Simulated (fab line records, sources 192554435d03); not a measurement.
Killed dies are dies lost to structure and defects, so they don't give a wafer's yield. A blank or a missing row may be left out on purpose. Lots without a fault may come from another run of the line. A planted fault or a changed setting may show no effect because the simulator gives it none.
Which tool did it? | flow n5_finfet | 24 lots, 72 wafers sampled, at 6 steps of a route of 1938

WHAT THE GAUGES READ, wafer by wafer
N5_DUMMY_GATE_INSPECT_17: inspects for defects (brightfield).
lot  | measured    | on                | raw_defect_count
L074 | day 2 23:07 | defect_inspect-01 | 213 148 206
L075 | day 3 07:02 | defect_inspect-01 | 172 278 175
L076 | day 3 14:50 | defect_inspect-02 | 258 248 186
L077 | day 3 17:20 | defect_inspect-01 | 176 143 139
L078 | day 3 22:44 | defect_inspect-01 | 223 214 181
L079 | day 4 03:31 | defect_inspect-02 | 264 243 184
L080 | day 4 15:21 | defect_inspect-01 | 160 150 158
L081 | day 4 17:19 | defect_inspect-02 | 169 235 224
L082 | day 4 23:25 | defect_inspect-01 | 127 178 172
L083 | day 5 11:49 | defect_inspect-02 | 222 202 199
L084 | day 5 12:11 | defect_inspect-02 | 169 161 186
L085 | day 5 19:50 | defect_inspect-02 | 187 245 209
L086 | day 5 23:16 | defect_inspect-02 | 144 166 180
L087 | day 6 04:05 | defect_inspect-02 | 267 174 207
L088 | day 6 09:27 | defect_inspect-02 | 104 148 159
L089 | day 6 17:22 | defect_inspect-02 | 208 262 303
L090 | day 6 22:53 | defect_inspect-02 | 201 164 224
L091 | day 7 04:07 | defect_inspect-02 | 191 150 120
L092 | day 7 13:01 | defect_inspect-01 | 175 174 139
L093 | day 7 16:44 | defect_inspect-01 | 151 164 253
L094 | day 7 23:47 | defect_inspect-02 | 278 182 206
L095 | day 8 04:25 | defect_inspect-01 | 184 156 125
L096 | day 8 09:27 | defect_inspect-01 | 120 301 246
L097 | day 8 15:56 | defect_inspect-02 | 141 91 150

N5_SPACER0_INSPECT_04: inspects for defects (darkfield).
lot  | measured    | on                | raw_defect_count
L074 | day 3 01:34 | defect_inspect-02 | 139 122 127
L075 | day 3 08:49 | defect_inspect-01 | 91 165 113
L076 | day 3 17:28 | defect_inspect-01 | 173 164 130
L077 | day 3 19:25 | defect_inspect-01 | 116 112 103
L078 | day 4 01:09 | defect_inspect-01 | 154 155 154
L079 | day 4 05:55 | defect_inspect-01 | 146 141 112
L080 | day 4 17:24 | defect_inspect-02 | 143 133 107
L081 | day 4 19:47 | defect_inspect-02 | 115 184 145
L082 | day 5 04:05 | defect_inspect-01 | 103 124 141
L083 | day 5 14:10 | defect_inspect-01 | 117 142 148
L084 | day 5 14:19 | defect_inspect-01 | 104 107 117
L085 | day 5 21:58 | defect_inspect-01 | 134 175 119
L086 | day 6 02:04 | defect_inspect-01 | 107 126 108
L087 | day 6 06:13 | defect_inspect-02 | 144 148 147
L088 | day 6 11:18 | defect_inspect-02 | 80 113 130
L089 | day 6 20:25 | defect_inspect-01 | 123 153 184
L090 | day 7 00:46 | defect_inspect-01 | 140 108 161
L091 | day 7 06:04 | defect_inspect-02 | 126 122 81
L092 | day 7 14:51 | defect_inspect-02 | 133 117 105
L093 | day 7 18:47 | defect_inspect-01 | 105 117 180
L094 | day 8 01:38 | defect_inspect-01 | 189 114 127
L095 | day 8 06:21 | defect_inspect-02 | 150 132 128
L096 | day 8 11:16 | defect_inspect-01 | 77 174 162
L097 | day 8 17:59 | defect_inspect-02 | 108 87 160

N5_SD_EPI_P_EPI_MEAS_23.
lot  | measured    | on            | thk_nm (nm)
L074 | day 3 10:02 | film_metro-01 | 60.8 63.0 61.0
L075 | day 3 18:51 | film_metro-02 | 61.5 59.7 59.6
L076 | day 4 01:59 | film_metro-02 | 60.3 59.2 58.3
L077 | day 4 03:59 | film_metro-02 | 62.0 61.3 62.8
L078 | day 4 10:24 | film_metro-01 | 61.8 62.8 62.5
L079 | day 4 14:17 | film_metro-01 | 60.6 59.0 60.9
L080 | day 5 04:07 | film_metro-01 | 60.7 59.7 62.2
L081 | day 5 04:49 | film_metro-02 | 61.6 60.1 62.0
L082 | day 5 12:34 | film_metro-02 | 60.8 61.0 62.1
L083 | day 5 23:38 | film_metro-01 | 61.8 60.9 60.8
L084 | day 5 22:33 | film_metro-02 | 59.5 60.4 59.6
L085 | day 6 06:29 | film_metro-02 | 61.0 62.4 61.8
L086 | day 6 10:26 | film_metro-01 | 62.4 61.5 62.0
L087 | day 6 15:55 | film_metro-01 | 60.4 60.4 61.2
L088 | day 6 20:01 | film_metro-02 | 60.5 60.9 62.1
L089 | day 7 06:34 | film_metro-02 | 62.2 60.9 62.8
L090 | day 7 09:15 | film_metro-02 | 60.6 60.1 61.9
L091 | day 7 16:19 | film_metro-02 | 60.8 61.6 60.3
L092 | day 8 00:22 | film_metro-02 | 60.3 62.3 58.6
L093 | day 8 03:19 | film_metro-01 | 61.1 62.0 61.1
L094 | day 8 10:06 | film_metro-01 | 61.9 61.6 62.9
L095 | day 8 15:47 | film_metro-02 | 61.2 62.9 61.1
L096 | day 8 20:44 | film_metro-02 | 57.5 60.4 61.0
L097 | day 9 05:14 | film_metro-01 | 58.6 59.3 59.5

WHICH TOOL RAN EACH LOT (tool, then ch and the chambers of the sampled wafers, then the start)
lot  | N5_DUMMY_GATE_CMP_04         | N5_SD_EPI_N_LINER_46             | N5_SD_EPI_P_ETCH_36
L074 | cmp-01 ch 0,1,3, day 2 18:20 | ald_sin-03 ch 0,1,3, day 3 05:49 | rie_diel-05 ch 0,3, day 3 06:29
L075 | cmp-01 ch 0,1,2, day 3 02:19 | ald_sin-03 ch 0,1, day 3 13:44   | rie_diel-03 ch 0,2,3, day 3 14:30
L076 | cmp-03 ch 0,1,2, day 3 10:13 | ald_sin-02 ch 0,2, day 3 21:42   | rie_diel-05 ch 0,1, day 3 22:29
L077 | cmp-03 ch 1,2,3, day 3 12:38 | ald_sin-02 ch 2,3, day 3 23:39   | rie_diel-04 ch 0,1,2, day 4 00:27
L078 | cmp-03 ch 0,3, day 3 18:05   | ald_sin-02 ch 0,2,3, day 4 06:15 | rie_diel-04 ch 0,1, day 4 06:54
L079 | cmp-04 ch 0,1, day 3 22:44   | ald_sin-01 ch 1,2,3, day 4 10:00 | rie_diel-04 ch 0,1,2, day 4 10:46
L080 | cmp-03 ch 0,3, day 4 08:46   | ald_sin-02 ch 0,1,3, day 4 21:58 | rie_diel-03 ch 0,2, day 4 22:37
L081 | cmp-04 ch 1,2,3, day 4 12:33 | ald_sin-02 ch 1,2,3, day 5 00:28 | rie_diel-03 ch 0,2,3, day 5 01:14
L082 | cmp-03 ch 0,1,2, day 4 18:38 | ald_sin-02 ch 0,1, day 5 08:19   | rie_diel-04 ch 0,2,3, day 5 09:03
L083 | cmp-04 ch 0,2,3, day 5 07:16 | ald_sin-02 ch 0,1,3, day 5 18:14 | rie_diel-04 ch 0,1, day 5 18:52
L084 | cmp-01 ch 0,1,2, day 5 07:23 | ald_sin-01 ch 2,3, day 5 18:22   | rie_diel-05 ch 2,3, day 5 19:02
L085 | cmp-03 ch 0,1, day 5 15:07   | ald_sin-02 ch 1,2, day 6 02:13   | rie_diel-04 ch 0,1, day 6 02:59
L086 | cmp-04 ch 0,2,3, day 5 18:33 | ald_sin-02 ch 0,2,3, day 6 06:08 | rie_diel-04 ch 0,1,2, day 6 06:55
L087 | cmp-01 ch 1,2, day 5 23:20   | ald_sin-03 ch 2,3, day 6 11:01   | rie_diel-04 ch 0,2,3, day 6 11:48
L088 | cmp-01 ch 2,3, day 6 04:51   | ald_sin-03 ch 0,1,3, day 6 15:21 | rie_diel-04 ch 1,2, day 6 16:30
L089 | cmp-03 ch 0,1,2, day 6 10:39 | ald_sin-02 ch 0,1,3, day 7 01:14 | rie_diel-05 ch 0,1,2, day 7 02:13
L090 | cmp-04 ch 0,2,3, day 6 18:08 | ald_sin-01 ch 1,2,3, day 7 04:57 | rie_diel-04 ch 1,2,3, day 7 05:43
L091 | cmp-04 ch 0,1, day 6 23:26   | ald_sin-02 ch 2,3, day 7 12:01   | rie_diel-04 ch 0,1,2, day 7 12:47
L092 | cmp-03 ch 0,2,3, day 7 08:19 | ald_sin-01 ch 0,2,3, day 7 19:14 | rie_diel-03 ch 0,1,3, day 7 20:01
L093 | cmp-01 ch 0,1, day 7 12:05   | ald_sin-01 ch 0,2,3, day 7 23:10 | rie_diel-03 ch 0,3, day 7 23:48
L094 | cmp-01 ch 1,2,3, day 7 19:01 | ald_sin-01 ch 0,2,3, day 8 05:43 | rie_diel-04 ch 0,2,3, day 8 06:29
L095 | cmp-04 ch 0,1,3, day 7 23:48 | ald_sin-01 ch 0,1,3, day 8 10:39 | rie_diel-05 ch 0,1,2, day 8 11:26
L096 | cmp-04 ch 1,2,3, day 8 04:50 | ald_sin-03 ch 0,2,3, day 8 15:44 | rie_diel-03 ch 1,2,3, day 8 16:23
L097 | cmp-01 ch 1,2,3, day 8 11:14 | ald_sin-01 ch 1,2, day 8 22:59   | rie_diel-03 ch 0,1,3, day 8 23:46
- N5_DUMMY_GATE_CMP_04: polishes a-Si.
- N5_SD_EPI_N_LINER_46: material SiNx, target thk 3 nm.
- N5_SD_EPI_P_ETCH_36: etches SiARC in CF4, target depth 45.5 nm, time 75.8 s.

WHAT THE TOOLS THEMSELVES READ (means of the sampled wafers that have a number; where no wafer has one, the mark that the record gives instead)
N5_DUMMY_GATE_CMP_04.
lot  | tool   | motor_current_A (A) | pad_life_wafers | slurry_filter_dp_kPa (kPa) | time_to_endpoint_s (s)
L074 | cmp-01 | 12.1                | 1465            | 13.51                      | 12.4
L075 | cmp-01 | 10.5                | 1532            | 13.62                      | 14.2
L076 | cmp-03 | 10.6                | 80              | 13.47                      | 14.9
L077 | cmp-03 | 11.0                | 104             | 13.47                      | 12.9
L078 | cmp-03 | 10.1                | 156             | 13.43                      | 12.8
L079 | cmp-04 | 10.8                | 864             | 13.46                      | 12.6
L080 | cmp-03 | 10.2                | 276             | 13.46                      | 13.9
L081 | cmp-04 | 10.6                | 955             | 13.53                      | 15.3
L082 | cmp-03 | 10.6                | 355             | 13.49                      | 14.0
L083 | cmp-04 | 10.6                | 1083            | 13.42                      | 10.7
L084 | cmp-01 | 10.0                | 1987            | 13.59                      | 13.6
L085 | cmp-03 | 10.3                | 511             | 13.49                      | 12.6
L086 | cmp-04 | 10.4                | 1190            | 13.44                      | 11.4
L087 | cmp-01 | 9.1                 | 2               | 13.60                      | 12.0
L088 | cmp-01 | 9.8                 | 56              | 13.36                      | 15.9
L089 | cmp-03 | 10.6                | 710             | 13.48                      | 15.7
L090 | cmp-04 | 10.7                | 1417            | 13.50                      | 15.6
L091 | cmp-04 | 10.6                | 1466            | 13.52                      | 14.6
L092 | cmp-03 | 10.5                | 902             | 13.34                      | 16.9
L093 | cmp-01 | 10.7                | 168             | 13.53                      | 13.1
L094 | cmp-01 | 10.5                | 230             | 13.57                      | 13.1
L095 | cmp-04 | 10.4                | 1706            | 13.49                      | 12.7
L096 | cmp-04 | 10.3                | 1736            | 13.58                      | 13.5
L097 | cmp-01 | 10.6                | 380             | 13.50                      | 13.8

N5_SD_EPI_N_LINER_46.
lot  | tool       | chamber_pressure_Torr (Torr) | heater_power_w (W) | susceptor_temp_C (C)
L074 | ald_sin-03 | 2.000                        | 752                | 399.96
L075 | ald_sin-03 | 2.002                        | 691                | 400.19
L076 | ald_sin-02 | 1.999                        | 864                | 400.06
L077 | ald_sin-02 | 2.001                        | 868                | 399.97
L078 | ald_sin-02 | 1.999                        | 882                | 399.83
L079 | ald_sin-01 | 1.997                        | 804                | 399.93
L080 | ald_sin-02 | 1.994                        | 869                | 400.04
L081 | ald_sin-02 | 1.999                        | 874                | 399.94
L082 | ald_sin-02 | 2.001                        | 873                | 399.87
L083 | ald_sin-02 | 1.996                        | 900                | 400.02
L084 | ald_sin-01 | 2.005                        | 864                | 400.08
L085 | ald_sin-02 | 2.002                        | 833                | 400.25
L086 | ald_sin-02 | 2.001                        | 891                | 399.90
L087 | ald_sin-03 | 2.000                        | 845                | 400.10
L088 | ald_sin-03 | 2.003                        | 762                | 399.69
L089 | ald_sin-02 | 1.993                        | 887                | 399.86
L090 | ald_sin-01 | 2.005                        | 804                | 399.96
L091 | ald_sin-02 | 2.001                        | 892                | 399.89
L092 | ald_sin-01 | 1.998                        | 821                | 400.07
L093 | ald_sin-01 | 1.999                        | 814                | 400.14
L094 | ald_sin-01 | 1.996                        | 816                | 400.16
L095 | ald_sin-01 | 2.003                        | 803                | 400.05
L096 | ald_sin-03 | 2.006                        | 803                | 400.05
L097 | ald_sin-01 | 1.997                        | 752                | 399.97

N5_SD_EPI_P_ETCH_36.
lot  | tool        | drypump_motor_current_A (A) | etch_rf_on_time_s (s) | oes_product_au (a.u.) | rf_fwd_power_W (W) | rf_vpp_V (V) | showerhead_plenum_p_Torr (Torr) | throttle_valve_pct (%)
L074 | rie_diel-05 | 6.0                         | 74.5                  | 0.75                  | 539.5              | 183.4        | 2.11                            | 15.62
L075 | rie_diel-03 | 5.9                         | 76.0                  | 0.68                  | 541.0              | 183.6        | 2.13                            | 15.73
L076 | rie_diel-05 | 5.6                         | 73.9                  | 0.80                  | 540.9              | 185.8        | 2.21                            | 15.42
L077 | rie_diel-04 | 5.4                         | 75.6                  | 0.69                  | 539.2              | 184.5        | 2.16                            | 15.58
L078 | rie_diel-04 | 5.7                         | 74.5                  | 0.74                  | 536.3              | 183.5        | 2.11                            | 15.68
L079 | rie_diel-04 | 5.5                         | 75.5                  | 0.69                  | 539.8              | 185.1        | 2.16                            | 15.57
L080 | rie_diel-03 | 5.9                         | 76.1                  | 0.72                  | 537.5              | 184.5        | 2.17                            | 15.49
L081 | rie_diel-03 | 5.9                         | 75.3                  | 0.67                  | 540.2              | 183.7        | 2.12                            | 15.76
L082 | rie_diel-04 | 5.7                         | 75.2                  | 0.65                  | 537.7              | 183.8        | 2.14                            | 15.50
L083 | rie_diel-04 | 6.0                         | 75.7                  | 0.68                  | 540.4              | 183.1        | 2.13                            | 15.62
L084 | rie_diel-05 | 5.3                         | 76.7                  | 0.65                  | 539.3              | 184.9        | 2.17                            | 15.51
L085 | rie_diel-04 | 6.0                         | 76.5                  | 0.67                  | 538.5              | 183.7        | 2.12                            | 15.62
L086 | rie_diel-04 | 5.5                         | 75.6                  | 0.67                  | 538.8              | 184.5        | 2.15                            | 15.60
L087 | rie_diel-04 | 5.7                         | 75.5                  | 0.64                  | 540.4              | 183.5        | 2.14                            | 15.52
L088 | rie_diel-04 | 5.0                         | 74.8                  | 0.67                  | 540.1              | 185.2        | 2.18                            | 15.59
L089 | rie_diel-05 | 5.7                         | 73.5                  | 0.76                  | 541.8              | 184.4        | 2.20                            | 15.49
L090 | rie_diel-04 | 5.4                         | 74.3                  | 0.68                  | 537.4              | 183.9        | 2.13                            | 15.63
L091 | rie_diel-04 | 5.5                         | 75.3                  | 0.67                  | 538.7              | 183.8        | 2.15                            | 15.60
L092 | rie_diel-03 | 5.8                         | 74.8                  | 0.70                  | 539.8              | 184.3        | 2.16                            | 15.68
L093 | rie_diel-03 | 5.6                         | 75.5                  | 0.71                  | 538.9              | 184.5        | 2.19                            | 15.73
L094 | rie_diel-04 | 5.7                         | 75.4                  | 0.64                  | 540.0              | 184.4        | 2.14                            | 15.54
L095 | rie_diel-05 | 5.7                         | 74.1                  | 0.75                  | 539.3              | 185.0        | 2.20                            | 15.52
L096 | rie_diel-03 | 6.1                         | 74.8                  | 0.72                  | 538.5              | 183.9        | 2.16                            | 15.57
L097 | rie_diel-03 | 5.8                         | 75.2                  | 0.69                  | 540.1              | 184.2        | 2.15                            | 15.69

THE ANSWER, worked out from the rows above alone
Rule: what is usual is taken from the lots themselves. Put in order of their means at a reading, lots are off if they are a third of the lots or fewer, leave a main group of 4 or more, and stand apart from it by a gap of 3 or more times the standard deviation of the main group's means; of several such gaps the widest counts. A main group whose means are all the same, to the digits that the tables above print for the reading, isn't used. A lot without any number at a reading at which 4 lots or more have one is off too. The other lots that the step has rows for count as sound. The gauges are gone through in route order, then the tools' own readings, and for those a lot's mean is taken as printed above. The first step at which some lot is off is used, and at that step the reading that is off furthest; a lot without a number counts as furthest.
No lot is off at any reading shown: from this, nothing can be told.

WHAT THE SIMULATOR HAD PUT IN
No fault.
